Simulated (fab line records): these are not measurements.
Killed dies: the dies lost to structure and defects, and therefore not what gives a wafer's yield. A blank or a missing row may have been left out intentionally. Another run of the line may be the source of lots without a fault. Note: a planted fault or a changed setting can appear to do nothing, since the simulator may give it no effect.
Chamber matching	flow nand_harc	ald_hk-02 running NHARC_A_CHANNEL_FILL_D1_ALD_02: 4 sister chambers
The step deposits SiO2, target thk 6 nm, pulse time 10 s, ald cycles 60. 4 wafers are shown with their chamber, then 8 later ones without.

== WAFERS WITH THEIR CHAMBER ==
wafer	chamber	heater_power_w (W)
L081.4	0	527
L086.1	3	422
L086.4	2	497
L088.1	1	413

== WAFERS WHOSE CHAMBER IS MISSING ==
wafer	heater_power_w (W)
L088.3	521
L088.4	419
L090.1	421
L090.2	495
L090.4	439
L091.1	533
L091.3	424
L091.5	427

== WHICH CHAMBER EACH ONE RAN IN ==
wafer	from the rows above	in truth
L088.3	0	0
L088.4	can't be placed: 3 or 1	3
L090.1	can't be placed: 3 or 1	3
L090.2	2	2
L090.4	can't be placed: 3 or 1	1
L091.1	0	0
L091.3	can't be placed: 3 or 1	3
L091.5	can't be placed: 3 or 1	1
3 of 8 placed correctly. From these rows, 5 cannot be placed; in 5 the true chamber is one of the candidates. Placed wrongly: 0.
How it was worked out, from the rows above alone: a wafer's distance from a chamber is the root of the sum, over the readings, of the square of ((its reading less the chamber's mean) divided by the reading's scatter). The wafer belongs to the nearest chamber; if the next one is less than 2 further off, it can't be placed. A chamber's mean is the mean of its shown wafers. The scatter (one wafer shown for each chamber): square how far every hidden wafer sits from the nearest shown wafer, average those squares and take the square root.
